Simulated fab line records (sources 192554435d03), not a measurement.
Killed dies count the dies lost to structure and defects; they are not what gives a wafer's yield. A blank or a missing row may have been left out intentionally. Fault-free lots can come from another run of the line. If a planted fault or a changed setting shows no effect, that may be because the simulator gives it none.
Chamber matching | flow n5Finfet | uvCure-03 running N5_BEOL_M6_CURE_75: 3 sister chambers
The step cures SiCOH lowk, time 120 s. 20 wafers are shown with their chamber, then 10 later ones without.

WAFERS, EACH WITH ITS CHAMBER
wafer  | chamber | wafer_temp_C_max | lampPowerPct (%)
L076.4 | 2       | 372.1            | 52.29
L076.5 | 2       | 371.9            | 52.35
L076.6 | 2       | 372.1            | 52.36
L079.1 | 1       | 371.0            | 52.28
L079.5 | 1       | 370.7            | 52.35
L079.6 | 1       | 371.1            | 52.47
L079.2 | 1       | 371.0            | 52.40
L079.3 | 1       | 371.0            | 52.37
L079.4 | 1       | 371.0            | 52.20
L082.1 | 2       | 372.2            | 52.31
L082.3 | 2       | 372.5            | 52.33
L082.4 | 2       | 371.7            | 52.37
L082.2 | 2       | 372.1            | 52.31
L082.5 | 2       | 372.8            | 52.27
L082.6 | 2       | 372.3            | 52.34
L088.1 | 0       | 371.6            | 52.36
L088.5 | 0       | 371.9            | 52.34
L088.6 | 0       | 372.2            | 52.19
L086.1 | 0       | 371.8            | 52.28
L086.5 | 0       | 372.1            | 52.35

SIGNATURES, as means of the wafers listed above
reading          | chamber 0 | chamber 1 | chamber 2 | scatter within a chamber
wafer_temp_C_max | 371.920   | 370.967   | 372.189   | 0.26
lampPowerPct     | 52.3040   | 52.3450   | 52.3256   | 0.0658
Rule: for each reading, subtract the chamber's mean from the wafer's reading, divide by that reading's scatter and square the result; add these up over the readings and take the root, which gives the wafer's distance from the chamber. The wafer belongs to the nearest chamber; if the next one is less than 2 further off, it can't be placed. How the scatter is found: for the shown wafers, subtract from each reading the mean of its chamber, square and add these, divide the total by (wafers less chambers), then take the root.

WAFERS MISSING THEIR CHAMBER
wafer  | wafer_temp_C_max | lampPowerPct (%)
L086.6 | 372.9            | 52.30
L089.1 | 372.1            | 52.34
L089.3 | 372.3            | 52.32
L089.4 | 371.7            | 52.33
L089.2 | 371.9            | 52.38
L089.5 | 372.0            | 52.22
L089.6 | 372.3            | 52.33
L094.1 | 372.0            | 52.26
L094.5 | 372.2            | 52.38
L094.6 | 371.6            | 52.31

WHICH CHAMBER EACH ONE RAN IN
wafer  | from the rows above          | in truth
L086.6 | can't be placed: 2 or 0      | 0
L089.1 | can't be placed: 2 or 0      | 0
L089.3 | can't be placed: 2 or 0      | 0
L089.4 | can't be placed: 0 or 2 or 1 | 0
L089.2 | can't be placed: 0 or 2      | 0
L089.5 | can't be placed: 0 or 2      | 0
L089.6 | can't be placed: 2 or 0      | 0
L094.1 | can't be placed: 0 or 2      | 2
L094.5 | can't be placed: 2 or 0      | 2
L094.6 | can't be placed: 0 or 2 or 1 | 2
Correctly placed: 0 of 10. These rows do not allow placing 10 (true chamber among the candidates in 10). Number placed wrongly: 0.
